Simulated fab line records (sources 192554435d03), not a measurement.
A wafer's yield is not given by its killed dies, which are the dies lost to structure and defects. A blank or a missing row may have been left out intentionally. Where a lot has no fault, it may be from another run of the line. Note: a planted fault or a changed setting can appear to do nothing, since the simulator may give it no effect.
fab line records | flow n5_finfet
[record] lots = 7 wafers = 21
route steps=1938 shown MOL_CONTACT_COAG@518 BEOL_M0_SAQP@680 BEOL_M0_CUTY@711 BEOL_M1@761
start_h: hours from the record's first day to the start of the lot's first wafer shown | wait_h: time in hours since the lot's previous step | " the same as in the row above | L1.1+2: a row that stands for several wafers | - no value present, or no start provided | * or withheld: withheld | < > ~ a bound
route shown NAME@n: a module of which the file shows steps, and the number in the route of the first | usual: mean and standard deviation over wafers with no fault | same: alike in all rows | chamber/n: place in a boat | sites: per-site readings | _std_site: the standard deviation of these | _edge_site: inner sites' mean taken away from outer sites' mean | radius_mm: how far each site lies from the wafer's centre | mask NAME#n: copy n | behind: tool/chamber where the wafer was last shaped | hold: the reason the lot was held/the length of the hold in hours/how it ended | device: transistor that didn't switch, given as n, p or np | end of line: tests of these same wafers at the route's end | a step without rows: its recipe alone | killed: dies lost to structure and defects at the first sort, not the wafer's yield | map: dies across one wafer; x = killed, . = not, _ = none there
set.NAME: the setting the step ran with; set.NAME@STEP: the setting that earlier step ran with | model.NAME: the simulator's own value behind a step, which no gauge read
lots run with intentionally changed settings; tables by step, rows by wafer
[[steps]]
[step N5_MOL_CONTACT_COAG_COAT_104]
[recipe] resist = SiARC temp_c = 220 time_s = 60 spin_rpm = 1500 resist_thk_nm = 12
// columns lot.wafer tool chamber start_h wait_h set.spin_rpm model.SiARC_of_MOL_CONTACT_COAG_COAT_104.thk_nm
L074.1+5+6 litho_track-02 0 - - 1500 12
L075.1+4+5 litho_track-04 0 - - 1500 12
L080.3+6 litho_track-01 0 - - 1500 12
L080.4 " 0 " " 1619 11.6
L085.2+3+6 litho_track-01 0 - - 1500 12
L086.1+2 litho_track-02 0 - - 1500 12
L086.4 " 0 " " 1347 12.6
L088.2+4 litho_track-04 0 - - 1345 12.6
L088.5 " 0 " " 1500 12
L092.3 litho_track-04 0 - - 1554 11.8
L092.4+6 " 0 " " 1500 12
[step N5_MOL_CONTACT_COAG_COAT_58]
[recipe] resist = underlayer temp_c = 205 time_s = 60 spin_rpm = 1500 resist_thk_nm = 10
[step N5_MOL_CONTACT_COAG_COAT_02]
[recipe] resist = CAR-EUV spin_rpm = 1500 resist_thk_nm = 30
[step N5_MOL_CONTACT_COAG_DESCUM_13]
[recipe] chemistry = O2 time_s = 7 source_power_w = 50 bias_power_w = 20 pressure_mtorr = 20 rf_frequency_hz = 2.712e+07 temp_c = 40 resist = CAR-EUV o2_flow_sccm = 225
[step N5_MOL_CONTACT_COAG_ETCH_59]
[recipe] chemistry = N2/H2 target = underlayer target_depth_a = 130 mask_material = CAR-EUV time_s = 10.4 ion_energy_ev = 200 pressure_mtorr = 30 source_w = 840 bias_w = 150 n2_flow_sccm = 200 h2_flow_sccm = 200 ends = cleared
[step N5_MOL_CONTACT_COAG_ETCH_105]
[recipe] chemistry = CF4 target = SiARC target_depth_a = 156 mask_material = CAR-EUV time_s = 26 ion_energy_ev = 80 pressure_mtorr = 40 source_w = 545 bias_w = 36 Ar_flow_sccm = 100 cf4_flow_sccm = 100 ends = cleared
// columns lot.wafer tool chamber start_h wait_h set.spin_rpm@MOL_CONTACT_COAG_COAT_104 model.etch.depth_nm model.CAR-EUV_of_MOL_CONTACT_COAG_COAT_02.thk_nm
L074.1+5 rie_diel-06 1 87.19 0.0 1500 11.96 5.2
L074.6 " 0 " " 1500 11.93 5.4
L075.1 rie_diel-05 0 95.94 0.0 1500 12.01 5.6
L075.4 " 2 " " 1500 12.02 5.6
L075.5 " 1 " " 1500 12 5.4
L080.3 rie_diel-05 2 124.78 0.0 1500 12.01 5.6
L080.4 " 0 " " 1619 11.54 5.8
L080.6 " 2 " " 1500 12.01 5.4
L085.2+3 rie_diel-02 1,2 155.12 0.0 1500 12.02 5.4
L085.6 " 2 " " 1500 12.04 5.2
L086.1 rie_diel-02 2 163.40 0.0 1500 11.96 5.2
L086.2 " 3 " " 1500 11.94 5.4
L086.4 " 1 " " 1347 12.61 4.8
L088.2 rie_diel-06 3 173.21 0.0 1345 12.66 4.8
L088.4 " 2 " " 1345 12.68 5
L088.5 " 0 " " 1500 12.02 5.4
L092.3 rie_diel-02 1 196.62 0.0 1554 11.79 5.6
L092.4 " 3 " " 1500 11.98 5.4
L092.6 " 3 " " 1500 12.01 5.4
[step N5_MOL_CONTACT_COAG_ETCH_106]
[recipe] chemistry = N2/H2 target = SOC target_depth_a = 800 overetch_a = 160 mask_material = SiARC temp_c = 40 time_s = 120 ion_energy_ev = 200 pressure_mtorr = 30 source_w = 840 bias_w = 150 n2_flow_sccm = 200 h2_flow_sccm = 200
// columns lot.wafer tool chamber start_h wait_h set.spin_rpm@MOL_CONTACT_COAG_COAT_104 model.SiARC_of_MOL_CONTACT_COAG_COAT_104.thk_nm
L074.1+5+6 rie_diel-06 1,1,0 87.22 0.0 1500 6.2
L075.1+5 rie_diel-05 0,1 95.97 0.0 1500 6.4
L075.4 " 2 " " 1500 6.6
L080.3+6 rie_diel-05 2 124.81 0.0 1500 6.6
L080.4 " 0 " " 1619 6
L085.2+3+6 rie_diel-02 1,2,2 155.15 0.0 1500 6.6
L086.1 rie_diel-02 2 163.42 0.0 1500 6.6
L086.2 " 3 " " 1500 6.2
L086.4 " 1 " " 1347 7.2
L088.2 rie_diel-06 3 173.24 0.0 1345 7.2
L088.4 " 2 " " 1345 7
L088.5 " 0 " " 1500 6.2
L092.3 rie_diel-02 1 196.65 0.0 1554 6.4
L092.4+6 " 3 " " 1500 6.2
[step N5_MOL_CONTACT_COAG_ALD_133]
[recipe] material = SiO2 target_thk_a = 50 temp_c = 100 ald_precursor_family = BDEAS ald_co_reactant = O2-plasma pulse_time_s = 1 co_reactant_pulse_time_s = 1 purge_time_s = 2 co_reactant_purge_time_s = 2 ald_cycles = 35 pressure_torr = 2
// columns lot.wafer tool chamber start_h wait_h set.ald_cycles model.SiO2_of_MOL_CONTACT_COAG_ALD_133.thk_nm
L074.1 ald_sin-01 0 100.34 0.1 35 5
L074.5+6 " 2,1 " " 38 5.4
L075.1+4+5 ald_sin-02 1,3,0 109.80 0.2 35 5
L080.3+6 ald_sin-04 2,1 138.45 0.1 32 4.6
L080.4 " 0 " " 35 5
L085.2+3 ald_sin-02 3,0 166.72 0.3 35 5
L085.6 " 1 " " 33 4.8
L086.1+4 ald_sin-01 2,3 176.13 0.1 40 5.8
L086.2 " 1 " " 35 5
L088.2+4+5 ald_sin-01 1,3,3 191.90 0.1 33 4.8
L092.3+4+6 ald_sin-02 0,2,2 208.22 0.1 30 4.2
[step N5_BEOL_M0_SAQP_COAT_69]
[recipe] resist = SOC temp_c = 250 time_s = 60 spin_rpm = 1500 resist_thk_nm = 90
// columns lot.wafer tool chamber start_h wait_h set.spin_rpm model.SOC_of_BEOL_M0_SAQP_COAT_69.thk_nm
L074.1 litho_track-05 0 110.85 0.0 1500 90
L074.5 " 0 " " 1500 90.2
L074.6 " 0 " " 1428 92.2
L075.1 litho_track-05 0 119.89 0.0 1500 89.6
L075.4+5 " 0 " " 1500 89.8
L080.3 litho_track-05 0 150.71 0.0 1500 90.2
L080.4+6 " 0 " " 1423 92.6
L085.2 litho_track-02 0 177.08 0.0 1500 90.2
L085.3+6 " 0 " " 1500 90
L086.1 litho_track-05 0 191.50 0.0 1558 87.8
L086.2 " 0 " " 1558 87.6
L086.4 " 0 " " 1500 89.6
L088.2+4 litho_track-03 0 202.42 0.0 1625 86.4
L088.5 " 0 " " 1500 90.2
L092.3 litho_track-03 0 217.89 0.0 1500 90.2
L092.4 " 0 " " 1585 87.8
L092.6 " 0 " " 1500 90.4
[step N5_BEOL_M0_SAQP_COAT_72]
[recipe] resist = SiARC temp_c = 220 time_s = 60 spin_rpm = 1500 resist_thk_nm = 15
// columns lot.wafer tool chamber start_h wait_h set.spin_rpm model.SiARC_of_BEOL_M0_SAQP_COAT_72.thk_nm
L074.1+5+6 litho_track-05 0 - - 1500 15
L075.1+4+5 litho_track-05 0 - - 1500 15
L080.3 litho_track-05 0 - - 1500 15
L080.4+6 " 0 " " 1446 15.4
L085.2+6 litho_track-02 0 - - 1607 14.4
L085.3 " 0 " " 1500 15
L086.1+2+4 litho_track-05 0 - - 1500 15
L088.2+4+5 litho_track-03 0 - - 1500 15
L092.3 litho_track-03 0 - - 1646 14.4
L092.4+6 " 0 " " 1500 15
[step N5_BEOL_M0_SAQP_COAT_87]
[recipe] resist = underlayer temp_c = 205 time_s = 60 spin_rpm = 1500 resist_thk_nm = 5
[step N5_BEOL_M0_SAQP_COAT_34]
[recipe] resist = CAR-EUV spin_rpm = 1500 resist_thk_nm = 30
[step N5_BEOL_M0_SAQP_DESCUM_45]
[recipe] chemistry = O2 time_s = 7 source_power_w = 50 bias_power_w = 20 pressure_mtorr = 20 rf_frequency_hz = 2.712e+07 temp_c = 40 resist = CAR-EUV o2_flow_sccm = 225
[step N5_BEOL_M0_SAQP_ETCH_88]
[recipe] chemistry = N2/H2 target = underlayer target_depth_a = 65 time_s = 5.2 ion_energy_ev = 200 mask_material = CAR-EUV pressure_mtorr = 30 source_w = 840 bias_w = 150 n2_flow_sccm = 200 h2_flow_sccm = 200 ends = cleared
[step N5_BEOL_M0_SAQP_ETCH_73]
[recipe] chemistry = CF4 target = SiARC target_depth_a = 195 mask_material = CAR-EUV time_s = 32.5 ion_energy_ev = 80 pressure_mtorr = 40 source_w = 545 bias_w = 36 Ar_flow_sccm = 100 cf4_flow_sccm = 100 ends = cleared
// columns lot.wafer tool chamber start_h wait_h set.spin_rpm@BEOL_M0_SAQP_COAT_72 model.etch.depth_nm
L074.1 rie_diel-03 3 111.35 0.0 1500 14.92
L074.5 " 3 " " 1500 14.96
L074.6 " 0 " " 1500 14.93
L075.1 rie_diel-03 0 120.34 0.0 1500 15.01
L075.4 " 3 " " 1500 15.03
L075.5 " 0 " " 1500 15
L080.3 rie_diel-04 2 151.25 0.0 1500 15.04
L080.4 " 1 " " 1446 15.32
L080.6 " 0 " " 1446 15.35
L085.2+6 rie_diel-04 0,1 177.52 0.0 1607 14.45
L085.3 " 3 " " 1500 15.02
L086.1 rie_diel-04 1 191.95 0.0 1500 15.06
L086.2 " 3 " " 1500 15.04
L086.4 " 2 " " 1500 14.99
L088.2 rie_diel-04 0 202.87 0.0 1500 15.02
L088.4 " 0 " " 1500 14.99
L088.5 " 1 " " 1500 14.98
L092.3 rie_diel-01 2 218.51 0.0 1646 14.32
L092.4 " 3 " " 1500 15.01
L092.6 " 0 " " 1500 14.99
[step N5_BEOL_M0_SAQP_CUT_ETCH_46]
[recipe] chemistry = N2/H2 target = SOC target_depth_a = 1350 overetch_a = 270 temp_c = 40 time_s = 202.5 ion_energy_ev = 200 mask_material = SiARC pressure_mtorr = 30 source_w = 840 bias_w = 150 n2_flow_sccm = 200 h2_flow_sccm = 200
[step N5_BEOL_M0_SAQP_STRIP_74]
[recipe] chemistry = N2/H2 temp_c = 40 n2_flow_sccm = 200 h2_flow_sccm = 200 rf_frequency_hz = 6e+07
[step N5_BEOL_M0_SAQP_STRIP_89]
[recipe] chemistry = N2/H2 temp_c = 40 n2_flow_sccm = 200 h2_flow_sccm = 200 rf_frequency_hz = 6e+07
[step N5_BEOL_M0_SAQP_ALD_48]
[recipe] material = SiO2 target_thk_a = 200 temp_c = 100 ald_precursor_family = BDEAS ald_co_reactant = O2-plasma pulse_time_s = 1 co_reactant_pulse_time_s = 1 purge_time_s = 2 co_reactant_purge_time_s = 2 ald_cycles = 139 pressure_torr = 2
[step N5_BEOL_M0_SAQP_ETCH_49]
[recipe] chemistry = CF4/O2 target_depth_a = 370 target = SiO2 pressure_mtorr = 40 source_w = 535 bias_w = 49 Ar_flow_sccm = 100 cf4_flow_sccm = 100 O2_flow_sccm = 10 ion_energy_ev = 100
// columns lot.wafer tool chamber start_h wait_h set.spin_rpm@BEOL_M0_SAQP_COAT_69 model.SOC_of_BEOL_M0_SAQP_COAT_69.thk_nm
L074.1+5 rie_diel-03 2 112.11 0.3 1500 71
L074.6 " 1 " " 1428 73.2
L075.1 rie_diel-01 0 121.11 0.3 1500 70.8
L075.4 " 3 " " 1500 70.2
L075.5 " 0 " " 1500 71
L080.3 rie_diel-04 2 152.04 0.3 1500 71
L080.4+6 " 3,2 " " 1423 73.2
L085.2+3 rie_diel-01 2 178.38 0.4 1500 71.2
L085.6 " 2 " " 1500 71
L086.1 rie_diel-01 2 192.71 0.3 1558 68.8
L086.2 " 1 " " 1558 68.2
L086.4 " 3 " " 1500 70
L088.2 rie_diel-03 3 203.70 0.3 1625 67
L088.4 " 1 " " 1625 67.4
L088.5 " 0 " " 1500 71.2
L092.3 rie_diel-01 0 219.48 0.3 1500 70.4
L092.4 " 3 " " 1585 68.2
L092.6 " 0 " " 1500 70.6
[step N5_BEOL_M0_CUTY_DESCUM_61]
[recipe] chemistry = O2 time_s = 7.9 source_power_w = 50 bias_power_w = 20 pressure_mtorr = 20 rf_frequency_hz = 2.712e+07 temp_c = 40 resist = CAR-ArF-block o2_flow_sccm = 225
// columns lot.wafer tool chamber start_h wait_h set.time_s model.CAR-ArF-block_of_BEOL_M0_CUTY_COAT_51.thk_nm
L074.1+5 rie_diel-06 2,0 112.69 0.0 6.162 144
L074.6 " 3 " " 7.9 143
L075.1+4+5 rie_diel-02 2,1,2 121.69 0.0 7.9 143.4
L080.3 rie_diel-06 3 152.63 0.0 7.9 144.4
L080.4 " 2 " " 7.9 143.8
L080.6 " 1 " " 7.9 144.2
L085.2 rie_diel-02 3 179.15 0.2 9.335 143
L085.3 " 1 " " 7.9 143.4
L085.6 " 2 " " 9.335 142.6
L086.1 rie_diel-06 0 193.42 0.2 7.9 143.4
L086.2+4 " 3,1 " " 8.882 142.2
L088.2 rie_diel-02 3 204.28 0.0 7.9 143.2
L088.4+5 " 2,1 " " 7.9 143.4
L092.3 rie_diel-05 1 219.93 0.0 6.175 143.8
L092.4 " 3 " " 7.9 143
L092.6 " 2 " " 7.9 142.8
[step N5_BEOL_M0_CUTY_ETCH_62]
[recipe] chemistry = CF4 target = SiARC mask_material = CAR-ArF-block time_s = 58.5 ion_energy_ev = 80 pressure_mtorr = 40 source_w = 545 bias_w = 36 Ar_flow_sccm = 100 cf4_flow_sccm = 100 ends = cleared
// columns lot.wafer tool chamber start_h wait_h set.time_s@BEOL_M0_CUTY_DESCUM_61 model.CAR-ArF-block_of_BEOL_M0_CUTY_COAT_51.thk_nm
L074.1+5 rie_diel-06 2,0 112.72 0.0 6.162 119
L074.6 " 3 " " 7.9 117.8
L075.1+5 rie_diel-02 2 121.72 0.0 7.9 118.2
L075.4 " 1 " " 7.9 118.4
L080.3 rie_diel-06 3 152.66 0.0 7.9 119.4
L080.4 " 2 " " 7.9 118.8
L080.6 " 1 " " 7.9 119
L085.2 rie_diel-02 3 179.19 0.0 9.335 118
L085.3 " 1 " " 7.9 118.4
L085.6 " 2 " " 9.335 117.6
L086.1 rie_diel-06 0 193.45 0.0 7.9 118.2
L086.2 " 3 " " 8.882 117.2
L086.4 " 1 " " 8.882 117
L088.2 rie_diel-02 3 204.32 0.0 7.9 118.2
L088.4+5 " 2,1 " " 7.9 118.4
L092.3 rie_diel-05 1 219.97 0.0 6.175 118.8
L092.4 " 3 " " 7.9 118
L092.6 " 2 " " 7.9 117.8
[step N5_BEOL_M0_CUTY_ETCH_63]
[recipe] chemistry = N2/H2 target = SOC target_depth_a = 827 overetch_a = 165 mask_material = SiARC temp_c = 40 ion_energy_ev = 200 time_s = 124 pressure_mtorr = 30 source_w = 840 bias_w = 150 n2_flow_sccm = 200 h2_flow_sccm = 200
// columns lot.wafer tool chamber start_h wait_h set.spin_rpm@BEOL_M0_SAQP_COAT_69 model.etch.depth_nm
L074.1 rie_diel-06 2 112.77 0.0 1500 70.91
L074.5 " 0 " " 1500 70.99
L074.6 " 3 " " 1428 73.29
L075.1 rie_diel-02 2 121.77 0.0 1500 70.88
L075.4 " 1 " " 1500 70.26
L075.5 " 2 " " 1500 70.99
L080.3 rie_diel-06 3 152.71 0.0 1500 71.1
L080.4 " 2 " " 1423 73.14
L080.6 " 1 " " 1423 73.26
L085.2 rie_diel-02 3 179.23 0.0 1500 71.29
L085.3 " 1 " " 1500 71.19
L085.6 " 2 " " 1500 70.92
L086.1 rie_diel-06 0 193.50 0.0 1558 68.79
L086.2 " 3 " " 1558 68.22
L086.4 " 1 " " 1500 70.01
L088.2 rie_diel-02 3 204.36 0.0 1625 66.94
L088.4 " 2 " " 1625 67.39
L088.5 " 1 " " 1500 71.1
L092.3 rie_diel-05 1 220.01 0.0 1500 70.41
L092.4 " 3 " " 1585 68.19
L092.6 " 2 " " 1500 70.53
[step N5_BEOL_M1_EXPOSE_08]
[recipe] mask_id = M1 na = 0.33 source_shape = dipole sigma_inner = 0.369 sigma_outer = 0.767 polarization = unpolarized dose_mj = 33
// columns lot.wafer tool chamber start_h wait_h mask set.dose_mj
L074.1+5+6 euv_scanner-01 0 122.17 - M1#0 33
L075.1+4+5 euv_scanner-01 0 126.29 - M1#0 33
L080.3+6 euv_scanner-02 0 159.05 - M1#0 33.95
L080.4 " 0 " " M1#0 33
L085.2+3+6 euv_scanner-01 0 193.80 - M1#0 33
L086.1+2 euv_scanner-02 0 201.67 - M1#0 33
L086.4 " 0 " " M1#0 31.74
L088.2 euv_scanner-02 0 211.42 - M1#0 33
L088.4+5 " 0 " " M1#0 31.23
L092.3+4 euv_scanner-01 0 226.27 - M1#0 35.21
L092.6 " 0 " " M1#0 33
[step N5_BEOL_M1_PEB_09]
[recipe] peb_temp_c = 100 peb_time_s = 60 resist = CAR-EUV
[step N5_BEOL_M1_DEVELOP_10]
[recipe] develop_time_s = 30 developer = TMAH resist = CAR-EUV rinse_liquid = surfactant_rinse dry = air_spin dev_temp_c = 23
[step N5_BEOL_M1_CD_MEAS_11]
[recipe] target_cd_nm = 17.05 landing_energy_ev = 500 detector = se_inlens polarity = opening
[usual] cd_nm = 17.09/0.22
// columns lot.wafer tool chamber start_h wait_h set.dose_mj@BEOL_M1_EXPOSE_08 cd_nm
L074.1 cd_sem-01 0 122.30 - 33 17.29
L074.5 " 0 " " 33 16.69
L074.6 " 0 " " 33 17.26
L075.1 cd_sem-02 0 126.42 - 33 17.17
L075.4 " 0 " " 33 17.18
L075.5 " 0 " " 33 16.91
L080.3 cd_sem-03 0 159.17 - 33.95 17.64
L080.4 " 0 " " 33 16.94
L080.6 " 0 " " 33.95 17.52
L085.2 cd_sem-02 0 193.92 - 33 17.20
L085.3 " 0 " " 33 16.86
L085.6 " 0 " " 33 17.03
L086.1 cd_sem-01 0 201.80 - 33 16.88
L086.2 " 0 " " 33 17.16
L086.4 " 0 " " 31.74 16.47
L088.2 cd_sem-03 0 211.54 - 33 16.98
L088.4 " 0 " " 31.23 15.96
L088.5 " 0 " " 31.23 15.81
L092.3 cd_sem-01 0 226.38 - 35.21 18.39
L092.4 " 0 " " 35.21 18.49
L092.6 " 0 " " 33 16.94
[step N5_BEOL_M1_DESCUM_16]
[recipe] chemistry = O2 time_s = 7 source_power_w = 50 bias_power_w = 20 pressure_mtorr = 20 rf_frequency_hz = 2.712e+07 temp_c = 40 resist = CAR-EUV o2_flow_sccm = 225
[step N5_BEOL_M1_ETCH_74]
[recipe] chemistry = N2/H2 target = underlayer target_depth_a = 65 mask_material = CAR-EUV time_s = 5.2 ion_energy_ev = 200 pressure_mtorr = 30 source_w = 840 bias_w = 150 n2_flow_sccm = 200 h2_flow_sccm = 200 ends = cleared
// columns lot.wafer tool chamber start_h wait_h set.dose_mj@BEOL_M1_EXPOSE_08 model.BEOL_M1.cd_offset_nm
L074.1+5+6 rie_diel-03 0,2,3 122.48 0.0 33 0
L075.1+4 rie_diel-03 2,1 126.58 0.0 33 0.2
L075.5 " 0 " " 33 0
L080.3+6 rie_diel-01 0,1 159.32 0.0 33.95 0.4
L080.4 " 2 " " 33 -0.2
L085.2 rie_diel-01 0 194.08 0.0 33 0
L085.3+6 " 3 " " 33 -0.2
L086.1+2 rie_diel-04 1,0 202.29 0.0 33 0
L086.4 " 1 " " 31.74 -0.6
L088.2 rie_diel-01 3 211.70 0.0 33 -0.2
L088.4 " 1 " " 31.23 -1.2
L088.5 " 3 " " 31.23 -1.4
L092.3+4 rie_diel-01 2,0 226.54 0.0 35.21 1.2
L092.6 " 1 " " 33 -0.2
[step N5_BEOL_M1_ETCH_63]
[recipe] chemistry = CF4 target = SiARC target_depth_a = 156 mask_material = CAR-EUV time_s = 26 ion_energy_ev = 80 pressure_mtorr = 40 source_w = 545 bias_w = 36 Ar_flow_sccm = 100 cf4_flow_sccm = 100 ends = cleared
// columns lot.wafer tool chamber start_h wait_h set.dose_mj@BEOL_M1_EXPOSE_08 model.BEOL_M1.cd_offset_nm
L074.1+6 rie_diel-03 0,3 122.50 0.0 33 0
L074.5 " 2 " " 33 -0.2
L075.1+5 rie_diel-03 2,0 126.60 0.0 33 0
L075.4 " 1 " " 33 0.2
L080.3+6 rie_diel-01 0,1 159.34 0.0 33.95 0.4
L080.4 " 2 " " 33 -0.4
L085.2+3 rie_diel-01 0,3 194.10 0.0 33 -0.2
L085.6 " 3 " " 33 -0.4
L086.1+2 rie_diel-04 1,0 202.30 0.0 33 -0.2
L086.4 " 1 " " 31.74 -0.8
L088.2 rie_diel-01 3 211.71 0.0 33 0
L088.4 " 1 " " 31.23 -1.2
L088.5 " 3 " " 31.23 -1.4
L092.3 rie_diel-01 2 226.55 0.0 35.21 1
L092.4 " 0 " " 35.21 1.2
L092.6 " 1 " " 33 -0.4
[step N5_BEOL_M1_ETCH_64]
[recipe] chemistry = N2/H2 target = SOC target_depth_a = 750 overetch_a = 150 mask_material = SiARC temp_c = 40 time_s = 112.5 ion_energy_ev = 200 pressure_mtorr = 30 source_w = 840 bias_w = 150 n2_flow_sccm = 200 h2_flow_sccm = 200
[usual] rf_vpp_V = 524.3/2.5
// columns lot.wafer tool chamber start_h wait_h set.bias_w rf_vpp_V model.SiARC_of_BEOL_M1_COAT_62.thk_nm
L074.1 rie_diel-03 0 122.53 0.0 158.7 542.5 6.4
L074.5 " 2 " " 158.7 545.8 6.6
L074.6 " 3 " " 158.7 540.9 6
L075.1 rie_diel-03 2 126.62 0.0 150 527.1 7
L075.4 " 1 " " 150 525.5 6.8
L075.5 " 0 " " 150 523.0 6.8
L080.3 rie_diel-01 0 159.37 0.0 127.9 471.2 8
L080.4 " 2 " " 150 526.9 7
L080.6 " 1 " " 150 521.2 6.8
L085.2 rie_diel-01 0 194.13 0.0 150 523.2 6.6
L085.3 " 3 " " 150 525.7 6.4
L085.6 " 3 " " 150 527.4 6.4
L086.1 rie_diel-04 1 202.33 0.0 150 521.0 6.8
L086.2 " 0 " " 150 526.0 6.8
L086.4 " 1 " " 141.4 502.0 7.2
L088.2 rie_diel-01 3 211.74 0.0 150 526.7 6.4
L088.4 " 1 " " 150 520.2 6.8
L088.5 " 3 " " 132.3 486.5 7.2
L092.3 rie_diel-01 2 226.58 0.0 150 526.7 7
L092.4 " 0 " " 166.6 558.3 6
L092.6 " 1 " " 166.6 556.0 6
[[key]]
[split] step = N5_MOL_CONTACT_COAG_COAT_104 setting = spin_rpm stated = 1500 by = wafer
[response] step = N5_MOL_CONTACT_COAG_COAT_104 reading = model.SiARC_of_MOL_CONTACT_COAG_COAT_104.thk_nm change = -0.0565 per = 1% r = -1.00
[response] step = N5_MOL_CONTACT_COAG_ETCH_105 reading = model.etch.depth_nm change = -0.0627 per = 1% r = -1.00
[response] step = N5_MOL_CONTACT_COAG_ETCH_105 reading = model.CAR-EUV_of_MOL_CONTACT_COAG_COAT_02.thk_nm change = +0.0466 per = 1% r = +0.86
[response] step = N5_MOL_CONTACT_COAG_ETCH_106 reading = model.SiARC_of_MOL_CONTACT_COAG_COAT_104.thk_nm change = -0.075 per = 1% r = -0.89
[split] step = N5_MOL_CONTACT_COAG_ALD_133 setting = ald_cycles stated = 35 by = wafer
[response] step = N5_MOL_CONTACT_COAG_ALD_133 reading = model.SiO2_of_MOL_CONTACT_COAG_ALD_133.thk_nm change = +0.0506 per = 1% r = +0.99
[split] step = N5_BEOL_M0_SAQP_COAT_69 setting = spin_rpm stated = 1500 by = wafer
[response] step = N5_BEOL_M0_SAQP_COAT_69 reading = model.SOC_of_BEOL_M0_SAQP_COAT_69.thk_nm change = -0.456 per = 1% r = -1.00
[response] step = N5_BEOL_M0_SAQP_ETCH_49 reading = model.SOC_of_BEOL_M0_SAQP_COAT_69.thk_nm change = -0.446 per = 1% r = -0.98
[response] step = N5_BEOL_M0_CUTY_ETCH_63 reading = model.etch.depth_nm change = -0.443 per = 1% r = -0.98
[split] step = N5_BEOL_M0_SAQP_COAT_72 setting = spin_rpm stated = 1500 by = wafer
[response] step = N5_BEOL_M0_SAQP_COAT_72 reading = model.SiARC_of_BEOL_M0_SAQP_COAT_72.thk_nm change = -0.0729 per = 1% r = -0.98
[response] step = N5_BEOL_M0_SAQP_ETCH_73 reading = model.etch.depth_nm change = -0.0738 per = 1% r = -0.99
[split] step = N5_BEOL_M0_CUTY_DESCUM_61 setting = time_s stated = 7.9 by = wafer
[response] step = N5_BEOL_M0_CUTY_DESCUM_61 reading = model.CAR-ArF-block_of_BEOL_M0_CUTY_COAT_51.thk_nm change = -0.0467 per = 1% r = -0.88
[response] step = N5_BEOL_M0_CUTY_ETCH_62 reading = model.CAR-ArF-block_of_BEOL_M0_CUTY_COAT_51.thk_nm change = -0.0489 per = 1% r = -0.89
[split] step = N5_BEOL_M1_EXPOSE_08 setting = dose_mj stated = 33 by = wafer
[response] step = N5_BEOL_M1_CD_MEAS_11 reading = cd_nm change = +0.205 per = 1% r = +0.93
[response] step = N5_BEOL_M1_ETCH_74 reading = model.BEOL_M1.cd_offset_nm change = +0.2 per = 1% r = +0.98
[response] step = N5_BEOL_M1_ETCH_63 reading = model.BEOL_M1.cd_offset_nm change = +0.224 per = 1% r = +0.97
[split] step = N5_BEOL_M1_ETCH_64 setting = bias_w stated = 150 by = wafer
[response] step = N5_BEOL_M1_ETCH_64 reading = rf_vpp_V change = +3.28 per = 1% r = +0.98
[response] step = N5_BEOL_M1_ETCH_64 reading = model.SiARC_of_BEOL_M1_COAT_62.thk_nm change = -0.0716 per = 1% r = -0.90
